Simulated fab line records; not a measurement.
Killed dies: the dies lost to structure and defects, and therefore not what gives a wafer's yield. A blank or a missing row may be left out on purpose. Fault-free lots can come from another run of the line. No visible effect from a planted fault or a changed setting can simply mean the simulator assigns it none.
fab line records	flow n5_finfet
record: lots: 8	wafers: 24	last_day: 17
route steps=1938 shown BEOL_M3@949 BEOL_M4@1111 PASSIVATION@1936
lots with no fault: from the same line, run without faults
start_h: the number of hours between the record's first day and the start of the first shown wafer of the lot	wait_h: hours elapsed since this lot's preceding step	" unchanged from the row above	L1.1+2: a row that stands for several wafers	- no value, or no start given	* or withheld: withheld	< > ~ a bound
route shown NAME@n: names a module that has steps shown in the file, with the first one's number in the route	usual: the fault-free wafers' mean and standard deviation	same: alike in all rows	chamber/n: place in a boat	sites: readings site by site	_std_site: the values' standard deviation	_edge_site: inner sites' mean taken away from outer sites' mean	radius_mm: how far each site lies from the wafer's centre	mask NAME#n: copy n	behind: the most recent tool/chamber to have shaped the wafer	hold: reason for holding the lot/hours on hold/outcome of the hold	device: whichever transistor did not switch (one of n, p or np)	end of line: tests run on the same wafers once the route is complete	a step without rows: its recipe alone	killed: count of dies lost to structure and defects at first sort (not the wafer's yield)	map: a wafer's dies, marking killed ones x, the rest . and places with no die _
set.NAME: the run value of the setting; set.NAME@STEP: its run value at that earlier step	model.NAME: the simulator's own value behind a step, which no gauge read
a sample of lots followed through the steps of the route, with each step as a table and each wafer as a row
services: the hour from which a tool's chamber was out of use, counted from the record's first day as start_h (under 0 if before that day), plus the number of hours and why
== steps ==
step: N5_BEOL_M3_ETCH_63
recipe: chemistry: CF4	target: SiARC	target_depth_a: 156	mask_material: CAR-EUV	time_s: 26	ion_energy_ev: 80	pressure_mtorr: 40	source_w: 545	bias_w: 36	Ar_flow_sccm: 100	cf4_flow_sccm: 100	ends: cleared
usual: drypump_motor_current_A: 5.8/0.45	etch_rf_on_time_s: 26.2/0.34	oes_product_au: 0.65/0.061	rf_vpp_V: 184.2/1.3	showerhead_plenum_p_Torr: 2.17/0.084	throttle_valve_pct: 15.76/0.19
lot.wafer	tool	chamber	start_h	wait_h	drypump_motor_current_A	etch_rf_on_time_s	oes_product_au	rf_hours_counter_h	rf_vpp_V	showerhead_plenum_p_Torr	throttle_valve_pct
L485.1	rie_diel-05	1	147.68	0.0	6.2	25.8	0.68	109	182.7	1.99	15.73
L485.4	"	2	"	"	6.2	26.3	0.61	206	184.5	2.20	15.70
L485.5	"	3	"	"	6.6	26.4	0.64	-	184.5	2.22	16.00
L490.1	rie_diel-05	2	176.39	0.0	6.1	26.3	0.61	215	184.6	2.20	15.72
L490.2	"	3	"	"	6.6	26.5	0.65	172	186.0	2.21	16.02
L490.4	"	1	"	"	6.2	26.2	0.67	117	183.5	1.99	15.75
L491.3	rie_diel-05	0	179.95	0.0	5.5	25.7	0.65	170	184.9	2.23	15.73
L491.4	"	1	"	"	6.2	26.3	0.67	119	180.8	1.99	15.76
L491.5	"	0	"	"	5.5	25.8	0.65	-	186.7	2.23	15.74
L492.2	rie_diel-05	3	186.58	0.0	6.6	26.8	0.63	176	185.1	2.21	16.02
L492.5	"	3	"	"	6.5	26.7	0.63	-	185.3	2.21	16.02
L492.6	"	0	"	"	5.5	26.4	0.64	-	185.3	2.23	15.73
L497.1	rie_diel-02	3	214.29	0.0	6.3	25.4	0.80	13	184.6	2.28	15.30
L497.2	"	1	"	"	5.5	25.7	0.63	200	183.5	2.21	15.54
L497.6	"	1	"	"	5.5	25.6	0.64	-	185.0	2.21	15.55
L500.2	rie_diel-06	0	242.22	0.0	5.0	26.2	0.73	63	183.9	2.17	15.61
L500.4	"	2	"	"	5.9	25.8	0.85	1	185.6	2.19	15.39
L500.6	"	3	"	"	5.7	26.3	0.58	-	183.0	2.20	16.03
L502.2	rie_diel-02	1	263.54	0.0	5.5	26.3	0.61	214	184.4	2.20	15.57
L502.4	"	2	"	"	5.3	26.4	0.63	161	184.6	2.22	15.79
L502.6	"	2	"	"	5.3	26.5	0.62	-	183.9	2.22	15.82
L507.2	rie_diel-02	0	278.16	0.0	6.2	25.9	0.60	210	181.1	2.04	15.85
L507.4	"	2	"	"	5.3	26.6	0.63	167	185.2	2.22	15.80
L507.6	"	3	"	"	6.2	26.0	0.76	-	185.7	2.28	15.34
step: N5_BEOL_M3_EXPOSE_25
recipe: mask_id: V2	na: 0.33	source_shape: quasar	sigma_inner: 0.2	sigma_outer: 0.8	polarization: unpolarized	defocus_nm: 5	dose_mj: 63
usual: exposure_dose_mJ_cm2: 63.7/0.75	reticle_temp_C: 22.98/0.12
lot.wafer	tool	chamber	start_h	wait_h	mask	exposure_dose_mJ_cm2	reticle_temp_C
L485.1	euv_scanner-01	0	148.57	-	V2#0	64.4	23.03
L485.4	"	0	"	"	V2#0	64.4	23.07
L485.5	"	0	"	"	V2#0	64.4	22.99
L490.1	euv_scanner-01	0	177.06	-	V2#0	64.6	23.12
L490.2	"	0	"	"	V2#0	64.6	23.14
L490.4	"	0	"	"	V2#0	64.6	23.10
L491.3	euv_scanner-01	0	180.65	-	V2#0	58.8	22.92
L491.4	"	0	"	"	V2#0	58.7	23.10
L491.5	"	0	"	"	V2#0	58.7	23.03
L492.2	euv_scanner-01	0	187.14	-	V2#0	59.9	22.96
L492.5	"	0	"	"	V2#0	60.0	22.89
L492.6	"	0	"	"	V2#0	59.9	23.04
L497.1	euv_scanner-02	0	214.84	-	V2#0	63.0	23.08
L497.2	"	0	"	"	V2#0	63.1	23.03
L497.6	"	0	"	"	V2#0	63.0	22.98
L500.2	euv_scanner-02	0	242.92	-	V2#0	63.0	23.09
L500.4	"	0	"	"	V2#0	62.9	23.06
L500.6	"	0	"	"	V2#0	63.0	22.89
L502.2	euv_scanner-02	0	264.17	-	V2#0	63.0	22.90
L502.4	"	0	"	"	V2#0	63.0	22.93
L502.6	"	0	"	"	V2#0	63.0	22.95
L507.2	euv_scanner-02	0	278.74	-	V2#0	63.0	23.13
L507.4	"	0	"	"	V2#0	63.0	22.99
L507.6	"	0	"	"	V2#0	62.9	23.11
step: N5_BEOL_M3_CD_MEAS_28
recipe: target_cd_nm: 25.7	landing_energy_ev: 500	detector: se_inlens	target_cd_y_nm: 23.3	polarity: opening
usual: cd_nm: 25.69/0.23
lot.wafer	tool	chamber	start_h	wait_h	cd_nm
L485.1	cd_sem-02	0	148.71	-	25.67
L485.4	"	0	"	"	25.68
L485.5	"	0	"	"	25.66
L490.1	cd_sem-03	0	177.21	-	25.73
L490.2	"	0	"	"	25.73
L490.4	"	0	"	"	25.71
L491.3	cd_sem-03	0	180.77	-	24.12
L491.4	"	0	"	"	24.37
L491.5	"	0	"	"	23.89
L492.2	cd_sem-01	0	187.28	-	24.19
L492.5	"	0	"	"	24.72
L492.6	"	0	"	"	24.66
L497.1	cd_sem-02	0	214.99	-	25.39
L497.2	"	0	"	"	26.01
L497.6	"	0	"	"	25.92
L500.2	cd_sem-02	0	243.06	-	25.72
L500.4	"	0	"	"	25.47
L500.6	"	0	"	"	25.65
L502.2	cd_sem-01	0	264.31	-	25.83
L502.4	"	0	"	"	25.90
L502.6	"	0	"	"	25.81
L507.2	cd_sem-02	0	278.88	-	25.61
L507.4	"	0	"	"	25.47
L507.6	"	0	"	"	25.48
step: N5_BEOL_M3_DESCUM_33
recipe: chemistry: O2	time_s: 7	source_power_w: 50	bias_power_w: 20	pressure_mtorr: 20	rf_frequency_hz: 2.712e+07	temp_c: 40	resist: CAR-EUV	o2_flow_sccm: 225
usual: drypump_motor_current_A: 5.8/0.46	oes_product_au: 0.76/0.078	rf_vpp_V: 243.5/1.5	showerhead_plenum_p_Torr: 2.12/0.085	throttle_valve_pct: 20.55/0.16
lot.wafer	tool	chamber	start_h	wait_h	drypump_motor_current_A	oes_product_au	rf_hours_counter_h	rf_vpp_V	showerhead_plenum_p_Torr	throttle_valve_pct
L485.1	rie_diel-06	1	149.17	0.4	5.4	0.71	193	242.5	2.07	20.52
L485.4	"	2	"	"	5.9	0.69	232	243.0	2.15	20.60
L485.5	"	0	"	"	4.9	0.91	-	244.9	2.13	20.42
L490.1	rie_diel-05	1	177.33	0.0	6.2	0.79	118	240.8	1.93	20.60
L490.2	"	3	"	"	6.6	0.76	172	245.2	2.17	20.81
L490.4	"	2	"	"	6.1	0.71	215	243.5	2.16	20.48
L491.3	rie_diel-06	3	180.89	0.0	5.6	0.70	217	243.2	2.15	20.74
L491.4	"	0	"	"	4.9	0.90	41	243.8	2.13	20.44
L491.5	"	2	"	"	5.9	0.69	-	244.1	2.15	20.61
L492.2	rie_diel-02	0	187.40	0.0	6.2	0.73	182	241.3	1.99	20.58
L492.5	"	1	"	"	5.4	0.74	-	245.7	2.17	20.33
L492.6	"	0	"	"	6.1	0.72	-	241.9	1.99	20.60
L497.1	rie_diel-02	2	215.29	0.2	5.3	0.75	149	244.4	2.19	20.61
L497.2	"	1	"	"	5.5	0.74	201	245.1	2.16	20.34
L497.6	"	1	"	"	5.5	0.74	-	243.5	2.16	20.34
L500.2	rie_diel-06	0	243.21	0.0	5.0	0.86	64	243.4	2.12	20.47
L500.4	"	2	"	"	5.9	1.00	2	244.8	2.14	20.31
L500.6	"	2	"	"	5.9	1.00	-	244.1	2.14	20.29
L502.2	rie_diel-05	1	264.86	0.5	6.2	0.76	144	241.4	1.92	20.62
L502.4	"	2	"	"	6.1	0.69	242	242.9	2.15	20.52
L502.6	"	0	"	"	5.5	0.73	-	244.3	2.17	20.56
L507.2	rie_diel-06	0	279.00	0.0	5.0	0.83	73	242.2	2.12	20.50
L507.4	"	3	"	"	5.7	0.68	249	243.8	2.14	20.78
L507.6	"	1	"	"	5.4	0.68	-	243.0	2.06	20.60
step: N5_BEOL_M3_ETCH_77
recipe: chemistry: N2/H2	target: underlayer	target_depth_a: 65	mask_material: CAR-EUV	time_s: 5.2	ion_energy_ev: 200	pressure_mtorr: 30	source_w: 840	bias_w: 150	n2_flow_sccm: 200	h2_flow_sccm: 200	ends: cleared
usual: drypump_motor_current_A: 5.8/0.46	etch_rf_on_time_s: 5.24/0.07	h2_flow_sccm: 200.0/0.59	oes_product_au: 0.65/0.066	rf_vpp_V: 524/3.1	showerhead_plenum_p_Torr: 2.57/0.1	throttle_valve_pct: 18.02/0.19
lot.wafer	tool	chamber	start_h	wait_h	drypump_motor_current_A	etch_rf_on_time_s	h2_flow_sccm	oes_product_au	rf_hours_counter_h	rf_vpp_V	showerhead_plenum_p_Torr	throttle_valve_pct
L485.1	rie_diel-06	1	149.21	0.0	5.4	5.23	200.5	0.61	193	524	2.51	17.97
L485.4	"	2	"	"	5.9	5.27	199.1	0.60	232	528	2.62	18.09
L485.5	"	0	"	"	5.0	5.18	199.9	0.76	-	525	2.60	18.01
L490.1	rie_diel-05	1	177.36	0.0	6.3	5.29	200.4	0.67	118	518	2.35	18.04
L490.2	"	3	"	"	6.6	5.35	200.2	0.63	172	526	2.63	18.29
L490.4	"	2	"	"	6.0	5.32	199.2	0.61	215	528	2.63	17.95
L491.3	rie_diel-06	3	180.93	0.0	5.7	5.27	199.9	0.60	217	526	2.63	18.31
L491.4	"	0	"	"	4.9	5.21	200.0	0.76	41	523	2.59	18.03
L491.5	"	2	"	"	5.9	5.32	200.0	0.58	-	525	2.62	18.13
L492.2	rie_diel-02	0	187.44	0.0	6.1	5.25	199.5	0.61	182	520	2.42	18.02
L492.5	"	1	"	"	5.5	5.23	200.7	0.62	-	525	2.64	17.89
L492.6	"	0	"	"	6.1	5.25	199.8	0.60	-	518	2.42	18.02
L497.1	rie_diel-02	2	215.32	0.0	5.3	5.30	200.6	0.63	149	526	2.65	17.95
L497.2	"	1	"	"	5.5	5.16	199.8	0.63	201	526	2.63	17.90
L497.6	"	1	"	"	5.5	5.21	198.6	0.63	-	526	2.63	17.89
L500.2	rie_diel-06	0	243.24	0.0	5.0	5.25	199.9	0.73	64	525	2.59	18.07
L500.4	"	2	"	"	5.9	5.13	200.8	0.85	2	524	2.61	17.76
L500.6	"	2	"	"	5.9	5.18	200.7	0.84	-	524	2.61	17.76
L502.2	rie_diel-05	1	264.89	0.0	6.2	5.19	200.7	0.64	144	516	2.34	18.08
L502.4	"	2	"	"	6.1	5.26	199.7	0.59	242	527	2.61	17.99
L502.6	"	0	"	"	5.5	5.22	200.9	0.63	-	526	2.64	17.95
L507.2	rie_diel-06	0	279.04	0.0	4.9	5.28	199.5	0.72	73	525	2.58	18.09
L507.4	"	3	"	"	5.7	5.20	200.8	0.58	249	527	2.61	18.35
L507.6	"	1	"	"	5.4	5.33	199.4	0.58	-	521	2.50	18.02
step: N5_BEOL_M4_RC_MEAS_101
usual: CHAIN_V2: 232/7.5	CHAIN_V2_max_site: 241/8.2	DIBL_N: 35.7/1.3	DIBL_P: 36.0/1.6	IOFF_N: 0.154/0.025	IOFF_P: 0.21/0.034	ION_N: 675/9.7	ION_P: 465/7.4	SS_N: 71.3/0.55	SS_P: 73.1/0.52	VT_N: 250/3	VT_P: -249/3.6
lot.wafer	tool	chamber	start_h	wait_h	CHAIN_V2[ohm/link]	CHAIN_V2_max_site[ohm/link]	DIBL_N[mV/V]	DIBL_P[mV/V]	IOFF_N[nA/um]	IOFF_P[nA/um]	ION_N[uA/um]	ION_P[uA/um]	SS_N[mV/dec]	SS_P[mV/dec]	VT_N[mV]	VT_P[mV]
L485.1	prober-01	0	167.57	0.0	228	237	37.3	39.0	0.199	0.25	697	474	71.6	73.8	244	-248
L485.4	"	0	"	"	227	234	35.8	37.3	0.157	0.22	682	469	71.3	72.9	247	-248
L485.5	"	0	"	"	229	243	37.5	39.4	0.190	0.26	674	464	72.0	73.9	244	-248
L490.1	prober-01	0	195.77	0.0	249	256	36.2	36.6	0.185	0.28	690	481	71.3	73.0	244	-242
L490.2	"	0	"	"	240	246	37.3	38.7	0.213	0.30	704	492	71.8	73.5	244	-243
L490.4	"	0	"	"	231	244	35.7	35.5	0.158	0.24	682	469	71.7	72.8	248	-245
L491.3	prober-01	0	204.18	0.3	263	276	35.7	36.0	0.142	0.22	661	464	70.9	73.0	250	-247
L491.4	"	0	"	"	271	282	33.9	33.7	0.120	0.18	674	464	70.7	72.4	254	-251
L491.5	"	0	"	"	264	271	34.3	33.6	0.118	0.19	665	465	70.1	73.4	252	-247
L492.2	prober-01	0	214.44	0.2	267	273	34.2	34.8	0.125	0.21	667	469	71.0	72.6	251	-248
L492.5	"	0	"	"	257	261	35.7	36.5	0.151	0.23	676	465	71.8	73.2	251	-247
L492.6	"	0	"	"	258	269	34.2	35.4	0.129	0.21	662	465	71.3	72.9	254	-247
L497.1	prober-01	0	236.37	0.0	235	242	35.5	34.5	0.131	0.17	669	456	70.7	74.0	254	-256
L497.2	"	0	"	"	236	243	37.2	36.2	0.157	0.20	670	454	71.0	73.5	250	-255
L497.6	"	0	"	"	237	245	36.6	35.7	0.153	0.18	685	458	71.5	74.0	249	-255
L500.2	prober-02	0	270.21	0.2	222	234	33.4	33.0	0.112	0.17	668	469	70.9	73.2	256	-252
L500.4	"	0	"	"	212	226	34.0	33.0	0.117	0.16	665	460	70.6	72.9	253	-253
L500.6	"	0	"	"	226	237	34.2	33.6	0.121	0.17	664	456	70.5	73.1	253	-255
L502.2	prober-01	0	278.21	0.2	230	242	36.0	35.6	0.168	0.22	683	467	71.6	73.3	249	-247
L502.4	"	0	"	"	220	228	35.8	35.8	0.165	0.22	678	471	71.2	73.4	247	-248
L502.6	"	0	"	"	227	237	36.1	35.7	0.170	0.22	682	469	71.2	73.1	248	-246
L507.2	prober-01	0	304.26	0.2	233	245	35.1	33.1	0.124	0.19	674	470	70.4	71.9	252	-249
L507.4	"	0	"	"	224	229	36.5	34.6	0.139	0.22	666	469	71.8	71.9	251	-246
L507.6	"	0	"	"	232	236	37.9	36.6	0.169	0.24	680	476	71.0	73.1	245	-246
sites CHAIN_V2 radius_mm=0,75,75,75,75,140,140,140,140
L485.1 229 228 237 237 237 219 216 221 227
L490.1 256 250 249 252 250 234 230 236 236
L491.3 265 264 263 276 276 249 247 256 255
L492.2 270 273 267 272 270 252 266 250 259
L497.1 232 235 234 242 240 229 225 239 237
L500.2 225 225 234 234 222 209 214 216 206
L502.2 230 234 242 234 237 209 216 218 216
L507.2 231 245 239 243 235 233 230 225 225
step: N5_PASSIVATION_PROBE_49
usual: defect_limited_yield: 91.6/1.4	killed_at_M0_to_M3: 35/10	killed_at_M4_up: 13/5.3	killed_at_contacts: 12/5.9	killed_at_front_end: 36/9.9	killed_at_other: 3.2/3	killed_dies: 99/16	killed_open: 66/12	killed_short: 32/7.7	sort_bin_5_function: 4.9/0.91	sort_bin_6_memory: 3.2/0.65	sort_n_pass: 1081/16	sort_yield_pct: 91.6/1.4
same: gross_dies: 1180	killed_at_back_side: 0	sort_bin_4_leakage[%]: 0	sort_bin_8_speed[%]: 0
lot.wafer	tool	chamber	start_h	wait_h	defect_limited_yield[%]	killed_at_M0_to_M3	killed_at_M4_up	killed_at_contacts	killed_at_front_end	killed_at_other	killed_dies	killed_open	killed_short	sort_bin_5_function[%]	sort_bin_6_memory[%]	sort_n_pass	sort_yield_pct[%]
L490.1	prober-01	-	298.94	0.0	94.0	23	9	4	32	3	71	45	26	3.5	2.1	1109	94.0
L491.5	prober-01	-	311.23	0.2	91.8	34	8	16	35	4	97	62	32	4.0	4.0	1083	91.8
L497.1	prober-02	-	337.08	0.0	90.7	60	9	14	26	1	110	70	40	5.7	3.3	1070	90.7
L497.2	prober-02	-	337.13	0.1	92.5	26	9	17	30	7	89	58	31	4.4	2.7	1091	92.5
L497.6	prober-02	-	337.33	0.3	92.5	38	14	9	25	2	88	58	29	4.3	2.8	1092	92.5
killed by level:class
L490.1 DUMMY_GATE:geometric_particle:open=10 BEOL_M2:geometric_particle:open=7 BEOL_M3:geometric_particle:open=5 STARTING-WAFER:geometric_particle:short=5 BEOL_M0_SAQP:geometric_particle:open=4 DUMMY_GATE:geometric_particle:short=3 GATE_CUT:geometric_particle:short=3 BEOL_M3:geometric_particle:short=3
L491.5 MOL_CONTACT_COAG:geometric_particle:open=11 BEOL_M2:geometric_particle:open=8 GATE_CUT:geometric_particle:short=7 BEOL_M0_SAQP:geometric_particle:short=6 BEOL_M0_SAQP:geometric_particle:open=6 GATE_CUT:geometric_particle:open=5 MOL_CONTACT_COAG:geometric_particle:short=5 STARTING-WAFER:geometric_particle:open=5
L497.1 BEOL_M1:geometric_particle:open=11 MOL_CONTACT_COAG:geometric_particle:open=11 BEOL_M0_SAQP:geometric_particle:open=11 BEOL_M3:geometric_particle:open=10 BEOL_M0_SAQP:geometric_particle:short=8 BEOL_M2:geometric_particle:open=8 FIN_SAQP:geometric_particle:open=7 FIN_SAQP:geometric_particle:short=7
L497.2 MOL_CONTACT_COAG:geometric_particle:open=14 BEOL_M0_SAQP:geometric_particle:open=10 FIN_SAQP:geometric_particle:open=7 FIN_SAQP:geometric_particle:short=7 BEOL_M0_SAQP:geometric_particle:short=5 BEOL_M2:geometric_particle:open=5 ILD0:geometric_particle:short=4 BEOL_M4:geometric_particle:open=4
L497.6 BEOL_M0_SAQP:geometric_particle:short=14 BEOL_M0_SAQP:geometric_particle:open=11 DUMMY_GATE:geometric_particle:open=9 MOL_CONTACT_COAG:geometric_particle:open=9 BEOL_M2:geometric_particle:open=8 BEOL_M5:geometric_particle:open=5 FIN_SAQP:geometric_particle:short=4 STI_FIN_REVEAL:geometric_particle:open=4
== services ==
tool	chamber	start_h	hours	kind
euv_scanner-02	-	125.75	1.0	pm
euv_scanner-01	0	128.95	-	calibration
euv_scanner-02	-	140.81	4.6	pm
rie_diel-02	-	146.70	2.8	pm
euv_scanner-02	-	153.25	5.8	pm
rie_diel-02	3	157.07	-	clean
rie_diel-02	3	157.07	-	consumable_replace:focus_ring
rie_diel-02	3	157.07	-	consumable_replace:showerhead
rie_diel-02	3	157.07	15.7	scheduled_down
rie_diel-02	3	157.07	15.7	vent_cycle
euv_scanner-01	-	167.31	1.0	pm
euv_scanner-02	-	177.38	1.3	repair
rie_diel-02	0	180.05	2.6	repair
euv_scanner-02	-	181.90	1.0	pm
euv_scanner-01	-	208.50	4.6	pm
rie_diel-06	2	212.43	-	clean
rie_diel-06	2	212.43	-	consumable_replace:focus_ring
rie_diel-06	2	212.43	23.1	scheduled_down
rie_diel-06	2	212.43	23.1	vent_cycle
euv_scanner-01	-	223.51	1.0	pm
euv_scanner-02	-	238.05	1.0	pm
euv_scanner-01	-	261.46	12.0	pm
rie_diel-02	3	265.75	4.8	repair
euv_scanner-01	-	275.98	1.4	repair
== key ==
first_sign: step: N5_BEOL_M3_EXPOSE_25	reading: exposure_dose_mJ_cm2	direction: down	sigmas: 5.9	usual: 63.7	struck: 59.3
effect: step: N5_BEOL_M3_CD_MEAS_28	reading: cd_nm	direction: down	sigmas: 6	usual: 25.69	struck: 24.33	through: control_loop
effect: step: N5_BEOL_M4_RC_MEAS_101	reading: CHAIN_V2	direction: up	sigmas: 4.1	usual: 232	struck: 263
effect: step: N5_BEOL_M4_RC_MEAS_101	reading: CHAIN_V2_max_site	direction: up	sigmas: 3.8	usual: 241	struck: 272
met_at N5_BEOL_M3_EXPOSE_25
struck_lots L491,L492
rows_end L492.2,L492.5,L492.6
loop_trim: step: N5_BEOL_M3_EXPOSE_25	setting: dose	lots: L492
not_acting_at N5_BEOL_M3_ETCH_63,N5_BEOL_M3_DESCUM_33,N5_BEOL_M3_ETCH_77
onset_between 177.06 180.65
fault: kind: process_parameter_drift	tool: euv_scanner-01	chamber: -	onset_h: 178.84	steps: N5_BEOL_M3_EXPOSE_25	channel: dose_mj	offset: -5.6614	shape: step	acts_in: these_recipes_only	stated: 63
rows_end: these wafers met a further fault down the route, and their rows from its step on are left out
loop_trim: a control loop set the setting to another value than it would have without faults
